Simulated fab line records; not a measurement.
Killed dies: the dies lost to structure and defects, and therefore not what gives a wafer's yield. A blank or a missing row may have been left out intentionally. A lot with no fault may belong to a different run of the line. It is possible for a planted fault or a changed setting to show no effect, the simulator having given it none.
A lot that was struck, set against a sound lot || flow nand harc || 13 out of 1302 route steps
Sound: the wafers L101.1, L101.3, L101.4. Wafers L106.2, L106.5 were the ones struck. At the end, the cause is stated.
For every step that has rows: the tool of each side, followed by ch and its chambers, followed by its first start. Under that, the readings that differ: sound wafers || struck wafers || difference of the means || sigmas: that difference in standard deviations of wafers without a fault.
alike: same words and numbers on both sides, and readings whose means sit less than 2 such deviations apart. not compared: any withheld reading, any reading some wafer has no value for, any bound like >300 that may hide the same value, and any number with overlapping values for which the record gives no deviation.
The two part at a step that has a row with sigmas, a row that says differs or no value, or rows on one side only. Non-overlapping numbers with no deviation appear without sigmas and do not part them. A reading missing from all wafers of one side parts the sides only when that side holds two or more wafers.

NHARC_A_ZERO_WELL_INSPECT_17:
  sound on defect inspect-01 at day 8 17:05; struck on defect inspect-01 at day 10 12:10
  alike: raw defect count
then, 3 steps without rows for these wafers: NHARC_A_SOURCE_PLATE_PRECLEAN_00 (cleans in HF-LAST, time 60 s); NHARC_A_SOURCE_PLATE_SRD_01; NHARC_A_SOURCE_PLATE_OXIDE_02 (material SiO2, target thk 10 nm, ox time 1362 s).
NHARC_A_SOURCE_PLATE_THK_MEAS_09: measures by ellipsometry.
  sound on film metro-01 at day 9 00:27; struck on film metro-02 at day 10 19:30
  alike: thk nm
then, 3 steps without rows for these wafers: NHARC_A_SOURCE_PLATE_PVD_04 (deposits WSi2, target thk 50 nm); NHARC_A_SOURCE_PLATE_CVD_03 (deposits poly-Si, target thk 200 nm, time 4000 s); NHARC_A_SOURCE_PLATE_ANNEAL_05 (time 1800 s).
NHARC_A_SOURCE_PLATE_THK_MEAS_06: measures by ellipsometry.
  sound on film metro-01 at day 9 13:27; struck on film metro-01 at day 11 08:42
  alike: thk nm
NHARC_A_SOURCE_PLATE_INSPECT_08:
  sound on defect inspect-01 at day 9 13:31; struck on defect inspect-02 at day 11 08:47
  alike: raw defect count
NHARC_A_ONON_D1_DEP_00: target thk 1000 nm.
  sound on pecvd onon-02 ch 0, day 9 13:35; struck on pecvd onon-03 ch 0, day 11 08:55
NHARC_A_ONON_D1_THK_MEAS_02: measures by ellipsometry.
  sound on film metro-01 at day 9 14:05; struck on film metro-01 at day 11 09:23
{"reading": "thk nm (nm)", "sound": "984 982 983", "struck": "712 712", "difference": -271, "sigmas": -25}
following that, 1 step holds no rows for these wafers, namely NHARC_A_ONON_D1_DEP_03 (target thickness 1000 nm).

WHERE THEY PART
At NHARC_A_ONON_D1_THK_MEAS_02 and nowhere else, as far as this record goes.

WHY: the cause the simulator had injected
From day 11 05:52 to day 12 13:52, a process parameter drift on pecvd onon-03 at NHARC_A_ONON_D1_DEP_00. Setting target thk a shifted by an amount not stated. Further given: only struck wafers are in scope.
